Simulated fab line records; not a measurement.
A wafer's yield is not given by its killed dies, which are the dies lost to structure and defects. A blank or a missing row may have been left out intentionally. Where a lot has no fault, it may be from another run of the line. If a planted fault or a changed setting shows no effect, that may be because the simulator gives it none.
Which tool did it?    flow nand_harc    Sampling: 13 lots, 39 wafers, 5 of 1302 route steps

== WHAT THE GAUGES SHOWED, per wafer ==
NHARC_P_GATE_CD_MEAS_33.
lot   measured      on         cd_nm (nm)
L474  day 5 19:31   cd_sem-02  128 125 122
L475  day 6 11:33   cd_sem-03  111 120 119
L476  day 6 12:38   cd_sem-03  117 113 118
L477  day 6 23:26   cd_sem-02  112 121 120
L481  day 9 03:18   cd_sem-01  122 119 118
L483  day 9 19:02   cd_sem-01  121 120 128
L484  day 10 00:05  cd_sem-01  113 114 116
L486  day 11 00:37  cd_sem-01  126 122 121
L487  day 11 06:30  cd_sem-02  121 123 119
L488  day 11 21:09  cd_sem-02  118 113 112
L489  day 12 05:35  cd_sem-01  123 121 126
L490  day 12 21:34  cd_sem-03  113 122 117
L494  day 13 21:38  cd_sem-01  127 127 124

NHARC_END_SORT_01.
lot   measured      on         killed_at_array  killed_at_other  killed_at_periphery  killed_dies  killed_open  killed_short
L474  day 25 09:55  prober-01  55 53 60         0 0 0            622 624 617          677 677 677  2 1 3        3 2 3
L476  day 26 00:58  prober-02  38 43 42         1 0 1            638 634 634          677 677 677  3 2 1        2 3 3
L490  day 31 11:34  prober-01  44 37 47         2 0 1            4 2 4                50 39 52     2 2 5        3 1 7

== WHAT TOOL EACH LOT RAN ON (gives the tool, then ch and the chambers of the sampled wafers, and finally the start) ==
lot   NHARC_P_GATE_STRIP_101              NHARC_P_GATE_DESCUM_93              NHARC_P_GATE_RTA_64
L474  rie_diel-09 ch 0,1,3, day 6 05:34   rie_diel-03 ch 0,2,3, day 6 10:08   rtp_anneal-01, day 6 11:48
L475  rie_diel-09 ch 1,3, day 6 21:38     rie_diel-12 ch 0,2,3, day 7 02:31   rtp_anneal-01, day 7 04:11
L476  rie_diel-03 ch 0,3, day 6 22:48     rie_diel-03 ch 0,2, day 7 03:17     rtp_anneal-02, day 7 05:01
L477  rie_diel-03 ch 0,2, day 7 09:29     rie_diel-09 ch 1,3, day 7 14:15     rtp_anneal-01 ch 0, day 7 15:53
L481  rie_diel-09 ch 0,1,2, day 9 13:21   rie_diel-09 ch 0,1,3, day 9 17:54   rtp_anneal-02 ch 0, day 9 19:32
L483  rie_diel-03 ch 0,1, day 10 05:07    rie_diel-09 ch 1,2,3, day 10 09:41  rtp_anneal-01 ch 0, day 10 11:21
L484  rie_diel-09 ch 0,2, day 10 10:07    rie_diel-03 ch 1,2,3, day 10 14:41  rtp_anneal-02 ch 0, day 10 16:19
L486  rie_diel-09 ch 0,1,2, day 11 10:52  rie_diel-09 ch 0,1,3, day 11 15:10  rtp_anneal-02 ch 0, day 11 16:48
L487  rie_diel-12 ch 0,1,3, day 11 16:37  rie_diel-09 ch 1,2,3, day 11 21:17  rtp_anneal-02 ch 0, day 11 22:59
L488  rie_diel-03 ch 0,1,2, day 12 07:16  rie_diel-03 ch 0,1,3, day 12 11:34  rtp_anneal-01 ch 0, day 12 13:14
L489  rie_diel-09 ch 0,2,3, day 12 15:41  rie_diel-09 ch 2,3, day 12 20:01    rtp_anneal-02 ch 0, day 12 21:47
L490  rie_diel-03 ch 0,3, day 13 09:51    rie_diel-03 ch 1,2, day 13 14:08    rtp_anneal-02 ch 0, day 13 15:47
L494  rie_diel-12 ch 0,2,3, day 14 07:39  rie_diel-12 ch 1,2,3, day 14 12:13  rtp_anneal-02 ch 0, day 14 13:53
- NHARC_P_GATE_STRIP_101: strips in O2, time 20 s.
- NHARC_P_GATE_DESCUM_93: chemistry O2, time 3 s.
- NHARC_P_GATE_RTA_64: time 1 s.

== AS READ BY THE TOOLS THEMSELVES (means over the sampled wafers that have a number; for cases with no such wafer, the mark the record gives instead) ==
NHARC_P_GATE_STRIP_101.
lot   tool         drypump_motor_current_A (A)  oes_product_au (a.u.)  rf_vpp_V (V)  showerhead_plenum_p_Torr (Torr)  throttle_valve_pct (%)
L474  rie_diel-09  6.1                          0.993                  58.0          3.49                             17.029
L475  rie_diel-09  6.2                          0.992                  58.2          3.55                             17.034
L476  rie_diel-03  6.3                          0.995                  58.3          3.53                             17.031
L477  rie_diel-03  6.3                          0.992                  58.0          3.52                             17.031
L481  rie_diel-09  5.9                          0.986                  57.8          3.54                             17.035
L483  rie_diel-03  6.2                          0.996                  57.3          3.61                             17.041
L484  rie_diel-09  5.9                          0.991                  57.6          3.56                             17.031
L486  rie_diel-09  6.0                          0.985                  58.1          3.54                             17.030
L487  rie_diel-12  6.1                          1.004                  58.1          3.54                             17.038
L488  rie_diel-03  6.1                          0.994                  57.2          3.53                             17.030
L489  rie_diel-09  6.0                          1.009                  57.7          3.52                             17.039
L490  rie_diel-03  6.1                          0.997                  57.0          3.46                             17.040
L494  rie_diel-12  5.8                          0.993                  57.6          3.52                             17.035

NHARC_P_GATE_DESCUM_93.
lot   tool         drypump_motor_current_A (A)  oes_product_au (a.u.)  rf_vpp_V (V)  showerhead_plenum_p_Torr (Torr)  throttle_valve_pct (%)
L474  rie_diel-03  6.0                          0.995                  57.1          1.87                             11.314
L475  rie_diel-12  5.8                          1.000                  58.4          1.92                             11.301
L476  rie_diel-03  6.3                          0.992                  57.4          1.91                             11.307
L477  rie_diel-09  6.3                          1.004                  58.2          1.92                             11.311
L481  rie_diel-09  6.0                          0.997                  57.4          1.89                             11.311
L483  rie_diel-09  6.2                          0.999                  58.4          1.94                             11.310
L484  rie_diel-03  5.8                          0.997                  57.2          1.87                             11.306
L486  rie_diel-09  6.0                          0.998                  58.5          1.89                             11.309
L487  rie_diel-09  6.2                          1.000                  57.4          1.94                             11.323
L488  rie_diel-03  6.1                          0.993                  57.9          1.92                             11.316
L489  rie_diel-09  6.2                          1.011                  57.2          1.93                             11.317
L490  rie_diel-03  5.7                          0.992                  57.4          1.87                             11.316
L494  rie_diel-12  5.9                          1.000                  57.8          1.88                             11.313

NHARC_P_GATE_RTA_64.
lot   tool           anneal_temp_c_max  lamp_power_pct (%)  lamp_zone_3_pct (%)  wafer_temp_C_max
L474  rtp_anneal-01  -                  -                   -                    -
L475  rtp_anneal-01  -                  -                   -                    -
L476  rtp_anneal-02  -                  -                   -                    -
L477  rtp_anneal-01  1057.0             35.3                35.3                 1054.3
L481  rtp_anneal-02  1058.8             31.3                31.3                 1056.1
L483  rtp_anneal-01  1057.1             35.2                35.2                 1054.1
L484  rtp_anneal-02  1056.4             31.3                31.2                 1054.7
L486  rtp_anneal-02  1058.2             31.3                31.3                 1056.1
L487  rtp_anneal-02  1056.2             31.3                31.3                 1055.4
L488  rtp_anneal-01  1058.4             35.3                35.3                 1054.3
L489  rtp_anneal-02  1056.9             31.3                31.3                 1055.3
L490  rtp_anneal-02  1057.1             31.3                31.3                 1055.6
L494  rtp_anneal-02  1057.7             31.2                31.2                 1055.5

== THE ANSWER, worked out from the rows above alone ==
Rule: the lots themselves supply what counts as usual. Put in order of their means at a reading, lots are off if they are a third of the lots or fewer, leave a main group of 4 or more, and stand apart from it by a gap of 3 or more times the standard deviation of the main group's means; of several such gaps the widest counts. A main group whose means are all the same, to the digits that the tables above print for the reading, isn't used. A lot without any number at a reading at which 4 lots or more have one is off too. Where the step has rows for the other lots, those lots are counted as sound. First the gauges in route order, then the tools' own readings, where a lot's mean is used as printed above. The first step at which some lot is off is used, and at that step the reading that is off furthest; a lot without a number counts as furthest.
Off: L474, L475, L476 (NHARC_P_GATE_RTA_64, anneal_temp_c_max). Without a number there: L474, L475, L476. The main group has a mean of 1057.4 with a standard deviation of 0.82.
If a tool, at that step or one of the process steps before it, ran each lot that is off and ran no sound lot following the first of them, it fits. No candidate that was tried fits.

== WHAT THE SIMULATOR PUT IN ==
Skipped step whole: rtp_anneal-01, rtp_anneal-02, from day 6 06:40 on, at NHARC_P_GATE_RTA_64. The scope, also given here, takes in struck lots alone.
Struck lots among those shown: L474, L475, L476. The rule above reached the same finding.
